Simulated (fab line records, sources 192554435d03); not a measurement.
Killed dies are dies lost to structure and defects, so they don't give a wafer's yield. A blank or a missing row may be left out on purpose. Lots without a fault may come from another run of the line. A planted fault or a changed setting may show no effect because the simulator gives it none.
A struck lot beside a sound one | flow n5_finfet | 29 steps out of a route of 1938
Sound: wafers L836.2, L836.6. Struck: wafers L852.1, L852.2, L852.3. The cause comes at the end.
At each step with rows: each side's tool, then ch and its chambers, then its first start. Under that, the readings that differ: sound wafers | struck wafers | difference of the means | sigmas: that difference in standard deviations of wafers without a fault.
alike: readings whose means differ by less than 2 such deviations, and words and numbers that are the same on both sides. not compared: withheld readings, readings that some wafer has no value for, bounds like >300 that may hide the same value, and numbers for which the record gives no deviation and whose values overlap.
The two part at a step that has a row with sigmas, a row that says differs or no value, or rows on one side only. Numbers that don't overlap but have no deviation are shown without sigmas and don't part them. A reading that every wafer of one side lacks parts them only if that side has two wafers or more.

first, 1 step without rows for these wafers: N5_GATE_CUT_CMP_23 (polishes, stops on SiO2, t overpolish 23.4 s, target thk 16 nm).
N5_GATE_CUT_THK_MEAS_24:
  sound on film_metro-01, day 6 01:22; struck on film_metro-01, day 10 04:46
  alike: GC_FILL_THK
N5_GATE_CUT_CMP_43: polishes SiO2.
  sound on cmp-01 ch 0,3, day 6 01:23; struck on cmp-03 ch 0,2,3, day 10 04:48
  alike: motor_current_A
N5_GATE_CUT_CMP_61: polishes, stops on SiNx, t overpolish 3 s.
  sound on cmp-01 ch 0,3, day 6 01:52; struck on cmp-03 ch 0,2,3, day 10 05:17
  alike: motor_current_A
N5_GATE_CUT_INSPECT_26: inspects for defects (darkfield).
  sound on defect_inspect-01, day 6 02:06; struck on defect_inspect-01, day 10 05:31
  alike: raw_defect_count
then, 6 steps without rows for these wafers: N5_MOL_CONTACT_COAG_COAT_103 (time 60 s, resist thk 80 nm); N5_MOL_CONTACT_COAG_COAT_104 (time 60 s, resist thk 12 nm); N5_MOL_CONTACT_COAG_COAT_58 (time 60 s, resist thk 10 nm); N5_MOL_CONTACT_COAG_COAT_02 (resist thk 30 nm); N5_MOL_CONTACT_COAG_EBR_04; N5_MOL_CONTACT_COAG_SOFTBAKE_03 (time 60 s).
N5_MOL_CONTACT_COAG_EXPOSE_05: exposes mask CA, defocus 0 nm.
  sound on euv_scanner-01 ch 0, day 6 02:24; struck on euv_scanner-01 ch 0, day 10 05:40
  reading              | sound       | struck            | difference | sigmas
  exposure_dose_mJ_cm2 | 38.12 38.17 | 39.51 39.55 39.53 | +1.39      | +36
  alike: mask
then, 2 steps without rows for these wafers: N5_MOL_CONTACT_COAG_PEB_06 (peb time 60 s); N5_MOL_CONTACT_COAG_DEVELOP_07 (develop time 30 s).
N5_MOL_CONTACT_COAG_CD_MEAS_08: target cd 28 nm.
  sound on cd_sem-03 ch 0, day 6 02:31; struck on cd_sem-03 ch 0, day 10 05:48
  reading    | sound       | struck            | difference | sigmas
  cd_nm (nm) | 28.45 27.84 | 29.24 29.00 28.39 | +0.73      | +2
N5_MOL_CONTACT_COAG_OVL_MEAS_09:
  sound on overlay-02 ch 0, day 6 02:34; struck on overlay-02 ch 0, day 10 05:50
  alike: CA_OVL
N5_MOL_CONTACT_COAG_INSPECT_10: inspects for defects (brightfield).
  sound on defect_inspect-02, day 6 02:37; struck on defect_inspect-01, day 10 05:53
  alike: raw_defect_count
then, 1 step without rows for these wafers: N5_MOL_CONTACT_COAG_DESCUM_13 (chemistry O2, time 7 s).
N5_MOL_CONTACT_COAG_ETCH_59: etches underlayer in N2/H2, target depth 13 nm, time 10.4 s.
  sound on rie_diel-01 ch 1,3, day 6 02:44; struck on rie_diel-04 ch 0,1,3, day 10 05:58
  reading                                  | sound  | struck  | difference | sigmas
  model.MOL_CONTACT_COAG.cd_offset_nm (nm) | 0 -0.2 | 0.8 1 1 | +1.0       |
  alike: drypump_motor_current_A, etch_rf_on_time_s, oes_product_au, rf_vpp_V, showerhead_plenum_p_Torr, throttle_valve_pct
  not compared: rf_hours_counter_h
N5_MOL_CONTACT_COAG_ETCH_105: etches SiARC in CF4, target depth 15.6 nm, time 26 s.
  sound on rie_diel-01 ch 1,3, day 6 02:45; struck on rie_diel-04 ch 0,1,3, day 10 05:59
  alike: drypump_motor_current_A, etch_rf_on_time_s, oes_product_au, rf_vpp_V, showerhead_plenum_p_Torr, throttle_valve_pct
  not compared: rf_hours_counter_h
then, 3 steps without rows for these wafers: N5_MOL_CONTACT_COAG_ETCH_106 (etches SOC in N2/H2, target depth 80 nm, overetch 16 nm, time 120 s); N5_MOL_CONTACT_COAG_STRIP_107 (strips in N2/H2); N5_MOL_CONTACT_COAG_STRIP_108 (strips in N2/H2).
N5_MOL_CONTACT_COAG_CONTACT_ETCH_14: etches SiO2 in C4F6/O2, target depth 27.5 nm, overetch 8.5 nm, time 20 s.
  sound on rie_diel-01 ch 1,3, day 6 02:53; struck on rie_diel-04 ch 0,1,3, day 10 06:07
  alike: drypump_motor_current_A, oes_product_au, rf_vpp_V, showerhead_plenum_p_Torr, throttle_valve_pct
  not compared: rf_hours_counter_h
then, 1 step without rows for these wafers: N5_MOL_CONTACT_COAG_STRIP_109 (strips in C4F6/O2).
N5_MOL_CONTACT_COAG_ETCH_15: etches SiNx in CH3F/O2, stops on Si:P, target depth 7 nm.
  sound on rie_diel-01 ch 1,3, day 6 02:55; struck on rie_diel-04 ch 0,1,3, day 10 06:10
  alike: drypump_motor_current_A, oes_product_au, rf_vpp_V, showerhead_plenum_p_Torr, throttle_valve_pct
  not compared: rf_hours_counter_h
N5_MOL_CONTACT_COAG_ETCH_110: etches Si in CF4/O2, target depth 2.5 nm, time 8 s.
  sound on rie_diel-01 ch 1,3, day 6 02:58; struck on rie_diel-04 ch 0,1,3, day 10 06:13
  alike: drypump_motor_current_A, oes_product_au, rf_vpp_V, showerhead_plenum_p_Torr, throttle_valve_pct
  not compared: rf_hours_counter_h, model.MOL_CONTACT_COAG.cd_offset_nm
then, 1 step without rows for these wafers: N5_MOL_CONTACT_COAG_STRIP_98 (strips in N2/H2).
-- the record jumps here: 7 days lie between the struck wafers' starts before and after (it left off in module MOL_CONTACT_COAG and takes up again in module PASSIVATION, whose first step shown is number 1936 of the route) --
N5_PASSIVATION_PROBE_49:
  the record has rows for the struck wafers here (prober-01, day 17 09:32) and none for the sound ones

WHERE THEY PART
First at N5_MOL_CONTACT_COAG_EXPOSE_05; last, within this record, at N5_PASSIVATION_PROBE_49.

WHY: what the simulator had put in
Process parameter drift: euv_scanner-01, from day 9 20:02 on, at N5_MOL_CONTACT_COAG_EXPOSE_05. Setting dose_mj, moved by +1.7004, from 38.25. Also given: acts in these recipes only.
